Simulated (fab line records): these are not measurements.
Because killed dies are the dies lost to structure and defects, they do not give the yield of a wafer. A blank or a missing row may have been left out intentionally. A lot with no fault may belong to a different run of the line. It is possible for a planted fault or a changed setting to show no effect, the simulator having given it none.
Struck lot and sound lot, side by side + flow n5-finfet + 40 steps out of a route of 1938
Sound: these wafers, L765.1, L765.3, L765.6. Wafers L754.2, L754.3, L754.6 were the ones struck. The cause is named last.
Each step with rows lists, per side, the tool, then ch with its chambers, then its first start. Under that, the readings that differ: sound wafers + struck wafers + difference of the means + sigmas: that difference in standard deviations of wafers without a fault.
alike: same words and numbers on both sides, and readings whose means sit less than 2 such deviations apart. not compared: any withheld reading, any reading some wafer has no value for, any bound like >300 that may hide the same value, and any number with overlapping values for which the record gives no deviation.
The two part at a step that has a row with sigmas, a row that says differs or no value, or rows on one side only. Non-overlapping numbers with no deviation appear without sigmas and do not part them. Lack of a reading on every wafer of one side parts them only where that side has two or more wafers.

first, 9 steps without rows for these wafers: N5_SD_EPI_N_COAT_32 (time 60 s, resist thk 350 nm); N5_SD_EPI_N_COAT_33 (time 60 s, resist thk 35 nm); N5_SD_EPI_N_COAT_03 (resist thk 150 nm); N5_SD_EPI_N_EBR_05; N5_SD_EPI_N_SOFTBAKE_04 (time 60 s); N5_SD_EPI_N_EXPOSE_06 (exposes mask SD N BLK, target cd 120 nm); N5_SD_EPI_N_PEB_07 (peb time 60 s); N5_SD_EPI_N_DEVELOP_08 (develop time 30 s); N5_SD_EPI_N_DESCUM_14 (chemistry O2, time 7.9 s).
N5_SD_EPI_N_ETCH_34: etches SiARC in CF4, target depth 45.5 nm, time 75.8 s.
  sound on rie-diel-06 ch 2,3, day 8 15:04; struck on rie-diel-04 ch 2,3, day 5 20:16
  alike: cf4-flow-sccm, drypump-motor-current-A, etch-rf-on-time-s, oes-product-au, rf-vpp-V, showerhead-plenum-p-Torr, throttle-valve-pct
  not compared: rf-hours-counter-h
then, 18 steps without rows for these wafers: N5_SD_EPI_N_ETCH_35 (etches SOC in N2/H2, overetch 108 nm, time 486 s); N5_SD_EPI_N_STRIP_36 (strips in N2/H2); N5_SD_EPI_N_ETCHBACK_44 (etches SiNx in CH3F/O2, stops on SiO2, target depth 14.5 nm); N5_SD_EPI_N_ETCH_45 (etches SiOCN in CH3F/O2, target depth 6 nm); N5_SD_EPI_N_ETCH_16 (etches SiO2 in CHF3/O2, target depth 5 nm); N5_SD_EPI_N_STRIP_47 (strips in CHF3/O2); N5_SD_EPI_N_SD_RECESS_17 (chemistry HBr/Cl2/O2, target depth 41 nm, time 23.7 s, bt time 3 s); N5_SD_EPI_N_STRIP_38 (strips in N2/H2); N5_SD_EPI_N_WET_ETCH_43 (etches SiO2 in dHF, time 14 s, target depth 1.5 nm); N5_SD_EPI_N_STRIP_18 (strips in SPM, time 750 s); N5_SD_EPI_N_SRD_20 (time 30 s); N5_SD_EPI_N_PRECLEAN_48 (cleans in NF3:NH3, afs cycles 2, time 20 s, sublimation time 60 s); N5_SD_EPI_N_VAPOR_ETCH_50 (etches Si in HCl, time 54 s); N5_SD_EPI_N_EPI_21 (deposits Si:P, time 690 s); N5_SD_EPI_N_PRECLEAN_24 (cleans in O3/DIW, time 60 s); N5_SD_EPI_N_SRD_25 (time 30 s); N5_SD_EPI_N_PRECLEAN_49 (cleans in NF3:NH3, afs cycles 1, time 20 s, sublimation time 60 s); N5_SD_EPI_N_LINER_46 (material SiNx, target thk 3 nm).
N5_SD_EPI_N_INSPECT_26: inspects for defects (darkfield).
  struck on defect-inspect-02, day 6 00:12; sound on defect-inspect-01, day 8 20:43
| reading          | sound       | struck         | difference | sigmas |
|------------------|-------------|----------------|------------|--------|
| raw-defect-count | 245 235 212 | 1589 1593 1566 | +1352      | +32    |
then, 8 steps without rows for these wafers: N5_SD_EPI_P_COAT_34 (time 60 s, resist thk 350 nm); N5_SD_EPI_P_COAT_35 (time 60 s, resist thk 35 nm); N5_SD_EPI_P_COAT_03 (resist thk 150 nm); N5_SD_EPI_P_EBR_05; N5_SD_EPI_P_SOFTBAKE_04 (time 60 s); N5_SD_EPI_P_EXPOSE_06 (exposes mask SD P BLK, target cd 240 nm); N5_SD_EPI_P_PEB_07 (peb time 60 s); N5_SD_EPI_P_DEVELOP_08 (develop time 30 s).
N5_SD_EPI_P_INSPECT_11: inspects for defects (macro).
  struck on defect-inspect-02, day 6 00:44; sound on defect-inspect-02, day 8 21:03
| reading          | sound | struck         | difference | sigmas |
|------------------|-------|----------------|------------|--------|
| raw-defect-count | 4 1 2 | >300 >300 >300 | differs    |        |
-- record jumps: 5 days separate the struck wafers' starts on either side; left off in module SD_EPI_P, taken up again in module BEOL_M4, whose first shown step is the route's number 1111 --
N5_BEOL_M4_RC_MEAS_101:
  sound on prober-01 ch 0, day 13 12:31; struck on prober-02 ch 0, day 10 20:37
  alike: DIBL_N, DIBL_P, IOFF_N, IOFF_P, ION_N, ION_P, SS_N, SS_P, VT_N, VT_P
-- a jump in the record: the struck wafers' starts before and after are 5 days apart (it breaks off in module BEOL_M4 and resumes in module PASSIVATION, where the first step shown is number 1936 of the route) --
N5_PASSIVATION_PROBE_49:
  only the struck wafers here have rows in the record (prober-02, day 15 14:28); the sound ones have none

WHERE THEY PART
Earliest at N5_SD_EPI_N_INSPECT_26; latest, in this record, at N5_PASSIVATION_PROBE_49.

WHY: whatever the simulator had introduced
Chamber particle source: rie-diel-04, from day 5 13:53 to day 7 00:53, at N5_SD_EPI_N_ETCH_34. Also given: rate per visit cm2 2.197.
